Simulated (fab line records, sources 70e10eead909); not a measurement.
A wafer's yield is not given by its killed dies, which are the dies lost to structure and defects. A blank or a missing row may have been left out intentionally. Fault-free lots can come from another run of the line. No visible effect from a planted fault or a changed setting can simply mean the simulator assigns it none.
Commonality check across tools -- flow nand harc -- Lots sampled 11, wafers sampled 33

== REASON FOR OPENING ==
At NHARC_A_CHANNEL_HOLE_D1_INSPECT_40 the reading raw defect count is flagged on 2 of 11 lots. Fault-free wafers read 56, with a standard deviation of 16.
Rule: a lot is flagged in two cases, either no wafer of it has a number, or all its wafers with numbers fall more than 4 standard deviations from that mean. All remaining lots are regarded as sound.

lot,measured,on,"raw defect count, wafer by wafer",flag
L413,day 9 08:39,defect inspect-01,86 92 58,
L415,day 9 12:56,defect inspect-02,36 37 35,
L418,day 10 00:36,defect inspect-02,73 59 48,
L416,day 10 05:24,defect inspect-01,60 58 52,
L419,day 10 08:07,defect inspect-02,45 53 79,
L423,day 11 15:13,defect inspect-02,328 309 313,FLAGGED
L422,day 12 04:24,defect inspect-01,309 330 342,FLAGGED
L427,day 12 13:29,defect inspect-02,42 54 50,
L429,day 12 23:56,defect inspect-01,48 42 36,
L433,day 13 22:31,defect inspect-01,79 48 66,
L434,day 14 19:08,defect inspect-01,44 48 62,
The numbers of the flagged lots are 322 on average: +266 against the usual, or +17 standard deviations.

== WHICH TOOL RAN EACH LOT ==
4 process steps preceding the reading are held in the record, out of 1159 steps in the route. In each cell: the tool, then ch and the chambers that the sampled wafers went through, then the start.
lot,flag,NHARC_A_CHANNEL_HOLE_D1_ETCH_38,NHARC_A_CHANNEL_HOLE_D1_ETCH_34,NHARC_A_CHANNEL_HOLE_D1_ETCH_20,NHARC_A_CHANNEL_HOLE_D1_STRIP_27
L413,,"rie diel-10 ch 1,2, day 9 01:49","rie diel-10 ch 0,2, day 9 03:08 or earlier","har etch-01 ch 0,1, day 9 03:08","rie diel-10 ch 0,2, day 9 08:39 or earlier"
L415,,"rie diel-10 ch 0,2,3, day 9 04:02","rie diel-10 ch 1,2, day 9 07:21 or earlier","har etch-02 ch 0,1, day 9 07:21","rie diel-02 ch 1,2,3, day 9 12:56 or earlier"
L418,,"rie diel-02 ch 0,1,3, day 9 17:47","rie diel-02 ch 0,1,3, day 9 19:01 or earlier","har etch-01 ch 0,1, day 9 19:01","rie diel-06 ch 1,2,3, day 10 00:36 or earlier"
L416,,"rie diel-10 ch 0,1,2, day 9 20:06","rie diel-10 ch 0,1, day 9 23:50 or earlier","har etch-02 ch 0,1, day 9 23:50","rie diel-10 ch 0,2,3, day 10 05:24 or earlier"
L419,,"rie diel-10 ch 0,1,2, day 10 00:43","rie diel-10 ch 0,1, day 10 02:35 or earlier","har etch-01 ch 1, day 10 02:35","rie diel-10 ch 0,1, day 10 08:07 or earlier"
L423,FLAGGED,"rie diel-10 ch 1,2, day 11 08:16","rie diel-10 ch 1,2, day 11 09:38 or earlier","har etch-01 ch 0,1, day 11 09:38","rie diel-06 ch 1,2, day 11 15:13 or earlier"
L422,FLAGGED,"rie diel-10 ch 0,1, day 11 21:35","rie diel-10 ch 0,1, day 11 22:47 or earlier","har etch-01 ch 0,1, day 11 22:47","rie diel-06 ch 0,3, day 12 04:24 or earlier"
L427,,"rie diel-06 ch 0,1,2, day 12 06:41","rie diel-06 ch 0,2,3, day 12 07:53 or earlier","har etch-02 ch 0,1, day 12 07:53","rie diel-06 ch 0,2,3, day 12 13:29 or earlier"
L429,,"rie diel-06 ch 2,3, day 12 16:28","rie diel-06 ch 2,3, day 12 17:55 or earlier","har etch-02 ch 0,1, day 12 17:55","rie diel-02 ch 1,3, day 12 22:50"
L433,,"rie diel-02 ch 0,2, day 13 15:32","rie diel-02 ch 1,3, day 13 16:44 or earlier","har etch-02 ch 0,1, day 13 16:44","rie diel-02 ch 1,2,3, day 13 22:31 or earlier"
L434,,"rie diel-10 ch 0,2,3, day 14 12:20","rie diel-10 ch 0,2,3, day 14 13:33 or earlier","har etch-01 ch 0,1, day 14 13:33","rie diel-10 ch 0,2,3, day 14 19:08 or earlier"
What the steps here do:
- NHARC_A_CHANNEL_HOLE_D1_ETCH_38: etches the open film in CF4, target depth 39 nm, time 65 s.
- NHARC_A_CHANNEL_HOLE_D1_ETCH_34: etches the open film in CF4/CHF3, target depth 154 nm, time 77 s.
- NHARC_A_CHANNEL_HOLE_D1_ETCH_20: etches the open film in C4F8/O2/Ar, time 361.9 s, target depth 1600 nm.
- NHARC_A_CHANNEL_HOLE_D1_STRIP_27: strips in O2.
- NHARC_A_CHANNEL_HOLE_D1_INSPECT_40

== FLAGGED OVER TOTAL, TOOL BY TOOL (the gauges that took the reading come last) ==
step,tool,lots run,flagged,share of the flagged lots,sound lots run after its first flagged lot
NHARC_A_CHANNEL_HOLE_D1_ETCH_38,rie diel-02,2,0,none,-
NHARC_A_CHANNEL_HOLE_D1_ETCH_38,rie diel-06,2,0,none,-
NHARC_A_CHANNEL_HOLE_D1_ETCH_38,rie diel-10,7,2,all,1 (L434)
NHARC_A_CHANNEL_HOLE_D1_ETCH_34,rie diel-02,2,0,none,-
NHARC_A_CHANNEL_HOLE_D1_ETCH_34,rie diel-06,2,0,none,-
NHARC_A_CHANNEL_HOLE_D1_ETCH_34,rie diel-10,7,2,all,1 (L434)
NHARC_A_CHANNEL_HOLE_D1_ETCH_20,har etch-01,6,2,all,1 (L434)
NHARC_A_CHANNEL_HOLE_D1_ETCH_20,har etch-02,5,0,none,-
NHARC_A_CHANNEL_HOLE_D1_STRIP_27,rie diel-02,3,0,none,-
NHARC_A_CHANNEL_HOLE_D1_STRIP_27,rie diel-06,4,2,all,1 (L427)
NHARC_A_CHANNEL_HOLE_D1_STRIP_27,rie diel-10,4,0,none,-
NHARC_A_CHANNEL_HOLE_D1_INSPECT_40,defect inspect-01,6,1,some,"3 (L429,L433,L434)"
NHARC_A_CHANNEL_HOLE_D1_INSPECT_40,defect inspect-02,5,1,some,1 (L427)
Because NHARC_A_CHANNEL_HOLE_D1_ETCH_34 lacks a start for some lots, the hours and order of its lots are taken from NHARC_A_CHANNEL_HOLE_D1_ETCH_20. Because NHARC_A_CHANNEL_HOLE_D1_STRIP_27 lacks a start for some lots, the hours and order of its lots are taken from NHARC_A_CHANNEL_HOLE_D1_INSPECT_40.

== THE TABLE: WHAT IT ALLOWS ==
4 rows of the table ran every flagged lot: rie diel-10 at NHARC_A_CHANNEL_HOLE_D1_ETCH_38, rie diel-10 at NHARC_A_CHANNEL_HOLE_D1_ETCH_34, har etch-01 at NHARC_A_CHANNEL_HOLE_D1_ETCH_20, rie diel-06 at NHARC_A_CHANNEL_HOLE_D1_STRIP_27.
- rie diel-10 at NHARC_A_CHANNEL_HOLE_D1_ETCH_38 ran 7 lots, 2 of them flagged. Sound lots ran on it after the first flagged one (L434), which a lasting fault on the whole tool wouldn't allow.
- rie diel-10 at NHARC_A_CHANNEL_HOLE_D1_ETCH_34 ran 7 lots, 2 of them flagged. Sound lots ran on it after the first flagged one (L434), which a lasting fault on the whole tool wouldn't allow.
- har etch-01 at NHARC_A_CHANNEL_HOLE_D1_ETCH_20 ran 6 lots, 2 of them flagged. Sound lots ran on it after the first flagged one (L434), which a lasting fault on the whole tool wouldn't allow.
- rie diel-06 at NHARC_A_CHANNEL_HOLE_D1_STRIP_27 ran 4 lots, 2 of them flagged. Sound lots ran on it after the first flagged one (L427), which a lasting fault on the whole tool wouldn't allow.
There is no row in the table that ran each flagged lot and no sound lot after the first.

== WHAT THE SIMULATOR HAD PUT IN ==
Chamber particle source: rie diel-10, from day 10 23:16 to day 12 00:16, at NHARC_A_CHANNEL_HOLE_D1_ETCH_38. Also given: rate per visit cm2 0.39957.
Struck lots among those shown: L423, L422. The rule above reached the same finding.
